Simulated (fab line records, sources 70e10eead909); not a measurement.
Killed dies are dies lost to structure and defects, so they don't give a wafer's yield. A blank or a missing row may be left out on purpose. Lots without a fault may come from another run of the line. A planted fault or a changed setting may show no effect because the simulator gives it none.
Chamber matching | flow nand_harc | NHARC_A_BONDPAD_DEP_00 on pecvd-01: 3 sister chambers
The step deposits SiCN, target thk 250 nm. 3 wafers are shown with their chamber, then 12 later ones without.

WAFERS WITH THEIR CHAMBER
wafer  | chamber | rf_fwd_power_W (W)
L089.3 | 2       | 449.1
L089.4 | 1       | 449.0
L089.5 | 0       | 448.7

WAFERS WITHOUT THEIR CHAMBER
wafer  | rf_fwd_power_W (W)
L088.1 | 449.5
L088.5 | 450.1
L088.6 | 447.8
L092.1 | 449.1
L092.2 | 450.4
L092.4 | 448.6
L091.1 | 449.4
L091.3 | 448.0
L091.4 | 448.9
L095.1 | 449.1
L095.3 | 448.4
L095.4 | 447.3

WHICH CHAMBER EACH WENT THROUGH
wafer  | from the rows above          | in truth
L088.1 | can't be placed: 2 or 1 or 0 | 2
L088.5 | can't be placed: 2 or 1 or 0 | 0
L088.6 | can't be placed: 0 or 1 or 2 | 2
L092.1 | can't be placed: 2 or 1 or 0 | 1
L092.2 | can't be placed: 2 or 1 or 0 | 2
L092.4 | can't be placed: 0 or 1 or 2 | 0
L091.1 | can't be placed: 2 or 1 or 0 | 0
L091.3 | can't be placed: 0 or 1 or 2 | 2
L091.4 | can't be placed: 1 or 0 or 2 | 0
L095.1 | can't be placed: 2 or 1 or 0 | 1
L095.3 | can't be placed: 0 or 1 or 2 | 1
L095.4 | can't be placed: 0 or 1 or 2 | 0
Placed correctly: 0 of 12. Can't be placed from these rows: 12 (the true chamber is among the candidates in 12). Placed wrongly: 0.
How it was worked out, from the rows above alone: a wafer's distance from a chamber is the root of the sum, over the readings, of the square of ((its reading less the chamber's mean) divided by the reading's scatter). The wafer belongs to the nearest chamber; if the next one is less than 2 further off, it can't be placed. A chamber's mean is the mean of its shown wafers. The scatter: with one shown wafer a chamber, the root of the mean of the squares of how far each hidden wafer lies from its nearest shown one.
